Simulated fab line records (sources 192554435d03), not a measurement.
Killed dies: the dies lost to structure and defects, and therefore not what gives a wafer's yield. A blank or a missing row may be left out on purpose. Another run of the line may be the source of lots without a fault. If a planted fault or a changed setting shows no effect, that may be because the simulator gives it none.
Chamber matching	flow n5Finfet	4 sister chambers for N5_BEOL_M0_TRENCH_ETCH_107 on rieDiel-05
The step etches SiOC in C4F6/O2, target depth 32.8 nm, time 16.4 s. 4 wafers are shown with their chamber, then 8 later ones without.

## WAFERS PAIRED WITH THEIR CHAMBERS
wafer	chamber	showerheadPlenumPTorr (Torr)
L079.2	3	3.01
L084.3	0	2.93
L084.4	1	2.96
L086.4	2	2.69

## WAFERS WITHOUT THEIR CHAMBER
wafer	showerheadPlenumPTorr (Torr)
L086.5	2.69
L086.6	3.00
L090.1	2.95
L090.2	2.69
L090.3	2.93
L091.1	2.92
L091.5	2.69
L091.6	3.00

## WHICH CHAMBER EACH WENT THROUGH
wafer	from the rows above	in truth
L086.5	2	2
L086.6	3	3
L090.1	can't be placed: 1 or 0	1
L090.2	2	2
L090.3	0	0
L091.1	0	0
L091.5	2	2
L091.6	3	3
7 of 8 placed correctly. Can't be placed from these rows: 1 (the true chamber is among the candidates in 1). Wrongly placed: 0.
How it was worked out, from the rows above alone: a wafer's distance from a chamber is the root of the sum, over the readings, of the square of ((its reading less the chamber's mean) divided by the reading's scatter). If the next closest chamber is less than 2 further off than the closest, the wafer can't be placed; otherwise it belongs to the closest. A chamber's mean is the mean of its shown wafers. The scatter: root of mean squared gap, hidden wafer to nearest shown wafer, with one shown wafer a chamber.
